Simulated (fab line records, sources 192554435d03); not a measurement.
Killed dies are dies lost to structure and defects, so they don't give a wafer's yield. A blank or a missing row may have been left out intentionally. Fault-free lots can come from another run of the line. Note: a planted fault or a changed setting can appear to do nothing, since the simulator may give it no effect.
Which tool is to blame? ; flow n5Finfet ; 9 lots, 27 wafers sampled, at 1 step of a route of 1938

== WHAT THE GAUGES SHOWED, per wafer ==
N5_BEOL_M4_RC_MEAS_101.
lot;measured;on;DIBL_N (mV/V);DIBL_P (mV/V);IOFF_N (nA/um);IOFF_P (nA/um);ION_N (uA/um);ION_P (uA/um);SS_N (mV/dec);SS_P (mV/dec);VT_N (mV);VT_P (mV)
L779;day 8 20:47;prober-02;33.9 35.8 33.0;35.7 37.6 34.6;0.13 0.15 0.11;0.18 0.19 0.16;667 680 648;460 460 445;71.1 71.4 71.1;73.1 73.6 72.9;251 248 255;-252 -253 -255
L782;day 9 23:21;prober-02;34.2 31.3 34.5;32.2 29.9 33.6;0.12 0.10 0.13;0.14 0.12 0.16;656 651 661;450 447 454;71.6 70.8 70.8;72.6 72.2 72.6;253 254 250;-257 -256 -257
L783;day 10 01:47;prober-02;35.0 35.8 33.0;36.6 36.6 33.8;0.15 0.16 0.13;0.19 0.18 0.15;669 675 671;457 455 454;71.6 72.2 70.9;72.8 73.2 72.9;250 249 252;-255 -254 -257
L785;day 10 05:44;prober-01;36.0 38.7 37.0;34.2 37.7 36.6;0.13 0.18 0.14;0.16 0.20 0.19;669 673 679;453 453 460;71.8 72.5 72.0;73.8 73.7 73.5;254 253 252;-255 -253 -254
L786;day 10 11:44;prober-01;34.5 34.3 34.4;35.0 34.6 34.0;0.14 0.13 0.13;0.21 0.20 0.18;673 668 670;467 465 460;70.8 70.4 71.1;72.9 72.5 72.6;249 252 252;-248 -251 -251
L792;day 12 04:16;prober-01;35.6 39.0 35.0;35.2 39.3 34.8;0.16 0.24 0.16;0.23 0.31 0.22;679 697 673;463 477 461;71.4 72.2 71.5;73.3 74.0 73.1;251 246 249;-246 -245 -247
L793;day 12 05:36;prober-01;37.9 37.9 36.9;38.1 37.8 36.9;0.19 0.19 0.17;0.26 0.26 0.23;691 697 681;474 472 464;72.3 72.0 71.6;73.6 73.1 73.2;248 245 248;-245 -245 -249
L799;day 13 23:46;prober-01;39.8 35.9 35.3;39.3 36.6 35.1;0.24 0.17 0.15;0.29 0.23 0.21;696 690 669;470 464 467;72.4 71.0 71.4;74.2 72.5 72.7;243 247 251;-246 -247 -252
L795;day 14 00:33;prober-01;33.4 39.1 38.7;32.6 40.0 39.9;0.12 0.22 0.21;0.18 0.32 0.30;668 695 685;465 480 468;70.8 72.0 72.5;72.4 74.7 74.8;254 245 247;-252 -243 -247

== WHICH TOOL RAN EACH LOT (tool, then ch and the chambers of the sampled wafers, then the start) ==
Record: no process step prior to these readings.

== WHAT THE TOOLS THEMSELVES READ (means of the sampled wafers that have a number; where no wafer has one, the mark that the record gives instead) ==
The record holds no such reading with a usual standard deviation.

== THE ANSWER, worked out from the rows above alone ==
Rule: the usual values come from the lots themselves. Put in order of their means at a reading, lots are off if they are a third of the lots or fewer, leave a main group of 4 or more, and stand apart from it by a gap of 3 or more times the standard deviation of the main group's means; of several such gaps the widest counts. A main group is skipped when, at the precision printed for the reading in the tables above, its means are all equal. A lot without any number at a reading at which 4 lots or more have one is off too. Any other lot the step has rows for is counted as sound. First the gauges in route order, then the tools' own readings, where a lot's mean is used as printed above. At the first step where some lot is off, the reading lying furthest off is the one used; lots without a number count as furthest.
Nothing can be told from this: no lot is off at any reading shown.

== WHAT HAD BEEN PUT IN BY THE SIMULATOR ==
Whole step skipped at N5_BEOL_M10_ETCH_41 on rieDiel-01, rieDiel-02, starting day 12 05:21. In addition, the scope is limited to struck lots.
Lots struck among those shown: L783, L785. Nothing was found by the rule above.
